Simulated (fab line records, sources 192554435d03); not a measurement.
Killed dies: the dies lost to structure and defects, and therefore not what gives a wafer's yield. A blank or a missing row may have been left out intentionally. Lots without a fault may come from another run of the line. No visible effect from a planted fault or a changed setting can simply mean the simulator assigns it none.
Split-lot experiment + flow n5 finfet + route with 1938 steps; 7 lots, 39 wafers read

THE SPLIT
At N5_BEOL_M11_TRENCH_ETCH_37 (etches SiCOH lowk in C4F6/O2, target depth 148.83 nm, time 48 s), the setting time s was moved away from the recipe's 48 s on 18 of the 39 wafers read, by -58.6% to +43.3%. The other wafers ran this setting at the recipe's value.

FROM THE SPLIT TO THE READING: what the file shows between them, 11 steps
- N5_BEOL_M11_ETCH_41: etches SiCN in CH3F/O2, target depth 42.6 nm, time 86 s
- N5_BEOL_M11_STRIP_77: strips in N2/H2, time 10 s
- N5_BEOL_M11_OCD_MEAS_38
- N5_BEOL_M11_HM_STRIP_39: strips TiN in peroxide tin strip, target depth 25 nm, time 158 s
- N5_BEOL_M11_SRD_40: time 30 s
- N5_BEOL_M11_ECD_50: material Cu, target thk 318 nm
- N5_BEOL_M11_ANNEAL_51: time 90 s
- N5_BEOL_M11_CMP_52: polishes, stops on SiCOH lowk, t overpolish 7 s, target thk 140 nm
- N5_BEOL_M11_THK_MEAS_53: measures by xrf
- N5_BEOL_M11_PRE_CLEAN_55: time 15 s
- N5_BEOL_M11_DEP_56: deposits SiCN from 3MS/NH3, target thk 30 nm, time 10.5 s

THE READING
Measured at N5_BEOL_M11_RS_MEAS_57 by four-point probe: M11_RS, in ohm/sq. Fault-free wafers of this fab line usually give 0.153 ohm/sq, standard deviation 0.0035 ohm/sq.

| wafer  | tool, chamber at the split | time s as run, s | against the recipe | M11_RS, ohm/sq | against lot-mates on the recipe |
|--------|----------------------------|------------------|--------------------|----------------|---------------------------------|
| L074.1 | rie diel-02, 1             | 48               | recipe             | 0.154          | -                               |
| L074.2 | rie diel-02, 3             | 28.94            | -39.7%             | 0.293          | +0.138                          |
| L074.3 | rie diel-02, 2             | 28.94            | -39.7%             | 0.289          | +0.134                          |
| L074.4 | rie diel-02, 1             | 28.94            | -39.7%             | 0.281          | +0.126                          |
| L074.5 | rie diel-02, 3             | 48               | recipe             | 0.158          | -                               |
| L074.6 | rie diel-02, 2             | 48               | recipe             | 0.154          | -                               |
| L080.1 | rie diel-03, 1             | 48               | recipe             | 0.150          | -                               |
| L080.2 | rie diel-03, 0             | 25.35            | -47.2%             | 0.348          | +0.198                          |
| L080.3 | rie diel-03, 3             | 48               | recipe             | 0.148          | -                               |
| L080.4 | rie diel-03, 2             | 48               | recipe             | 0.153          | -                               |
| L080.5 | rie diel-03, 3             | 25.35            | -47.2%             | 0.343          | +0.193                          |
| L080.6 | rie diel-03, 2             | 25.35            | -47.2%             | 0.336          | +0.186                          |
| L085.1 | rie diel-05, 3             | 48               | recipe             | 0.152          | -                               |
| L085.2 | rie diel-05, 1             | 48               | recipe             | 0.147          | -                               |
| L085.3 | rie diel-05, 2             | 48               | recipe             | 0.147          | -                               |
| L088.1 | rie diel-02, 1             | 19.85            | -58.6%             | 0.491          | +0.335                          |
| L088.2 | rie diel-02, 3             | 48               | recipe             | 0.157          | -                               |
| L088.3 | rie diel-02, 2             | 19.85            | -58.6%             | 0.502          | +0.346                          |
| L088.4 | rie diel-02, 3             | 48               | recipe             | 0.157          | -                               |
| L088.5 | rie diel-02, 2             | 19.85            | -58.6%             | 0.504          | +0.348                          |
| L088.6 | rie diel-02, 1             | 48               | recipe             | 0.155          | -                               |
| L087.1 | rie diel-05, 0             | 48               | recipe             | 0.155          | -                               |
| L087.2 | rie diel-05, 1             | 48               | recipe             | 0.148          | -                               |
| L087.3 | rie diel-05, 2             | 40.43            | -15.8%             | 0.182          | +0.031                          |
| L087.4 | rie diel-05, 3             | 40.43            | -15.8%             | 0.186          | +0.035                          |
| L087.5 | rie diel-05, 2             | 40.43            | -15.8%             | 0.182          | +0.031                          |
| L087.6 | rie diel-05, 1             | 48               | recipe             | 0.150          | -                               |
| L089.1 | rie diel-05, 3             | 48               | recipe             | 0.154          | -                               |
| L089.2 | rie diel-05, 1             | 48               | recipe             | 0.148          | -                               |
| L089.3 | rie diel-05, 2             | 48               | recipe             | 0.151          | -                               |
| L089.4 | rie diel-05, 0             | 56.19            | +17.1%             | 0.127          | -0.024                          |
| L089.5 | rie diel-05, 0             | 56.19            | +17.1%             | 0.129          | -0.022                          |
| L089.6 | rie diel-05, 1             | 56.19            | +17.1%             | 0.125          | -0.026                          |
| L093.1 | rie diel-02, 0             | 48               | recipe             | 0.147          | -                               |
| L093.2 | rie diel-02, 2             | 68.8             | +43.3%             | 0.106          | -0.048                          |
| L093.3 | rie diel-02, 1             | 68.8             | +43.3%             | 0.103          | -0.051                          |
| L093.4 | rie diel-02, 0             | 68.8             | +43.3%             | 0.099          | -0.055                          |
| L093.5 | rie diel-02, 1             | 48               | recipe             | 0.155          | -                               |
| L093.6 | rie diel-02, 2             | 48               | recipe             | 0.161          | -                               |

THE FIT
A straight line over all 39 wafers: M11_RS changes by -0.0037 ohm/sq for each +1% of time s; r = -0.91; the points scatter about the line by 0.047 ohm/sq.
The same after taking each lot's own level away (the mean of its wafers on the recipe; 39 wafers): -0.00369 ohm/sq for each +1%; r = -0.91; scatter 0.046 ohm/sq.
According to that fit, moving time s by its largest amount changes the reading by 0.22 ohm/sq.
Across the lots, their own levels run from 0.1487 to 0.1563 ohm/sq, a range of 2.2 times the standard deviation given above.
The two slopes agree, so the slope changes little with the lot-to-lot level.
Check: +0.222 ohm/sq against its lot-mates is what the line predicts for one of the wafers moved furthest among these (-58.6%) when that wafer is left out of the fit. Against them it came out at +0.335 ohm/sq.

THE WHOLE CHAIN: every reading that the file lists as answering this split, in the file's order
| step                       | what it does                                                       | reading                                                                           | change (the file's fit)                | r (the file's) |
|----------------------------|--------------------------------------------------------------------|-----------------------------------------------------------------------------------|----------------------------------------|----------------|
| N5_BEOL_M11_TRENCH_ETCH_37 | etches SiCOH lowk in C4F6/O2, target depth 148.83 nm, time 48 s    | etch.depth nm (the simulator's own value, which no gauge read)                    | +1.45 nm for each +1% of the setting   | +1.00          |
| N5_BEOL_M11_TRENCH_ETCH_37 | etches SiCOH lowk in C4F6/O2, target depth 148.83 nm, time 48 s    | BEOL_M11.feature depth nm (the simulator's own value, which no gauge read)        | +1.45 nm for each +1% of the setting   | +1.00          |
| N5_BEOL_M11_TRENCH_ETCH_37 | etches SiCOH lowk in C4F6/O2, target depth 148.83 nm, time 48 s    | TiN_of_BEOL_M11_HM_DEP_02.thk nm (the simulator's own value, which no gauge read) | -0.0402 nm for each +1% of the setting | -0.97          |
| N5_BEOL_M11_OCD_MEAS_38    |                                                                    | trench depth nm                                                                   | +1.45 nm for each +1% of the setting   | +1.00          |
| N5_BEOL_M11_CMP_52         | polishes, stops on SiCOH lowk, t overpolish 7 s, target thk 140 nm | Cu_of_BEOL_M11_ECD_50.thk nm (the simulator's own value, which no gauge read)     | +1.46 nm for each +1% of the setting   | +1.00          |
| N5_BEOL_M11_THK_MEAS_53    | measures by xrf                                                    | M11_THK                                                                           | +1.44 for each +1% of the setting      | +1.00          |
| N5_BEOL_M11_RS_MEAS_57     | measures by four-point-probe                                       | M11_RS                                                                            | -0.00389 for each +1% of the setting   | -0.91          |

THE FILE'S OWN FIT
M11_RS changes by -0.00389 ohm/sq for each +1% of time s, r = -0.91.
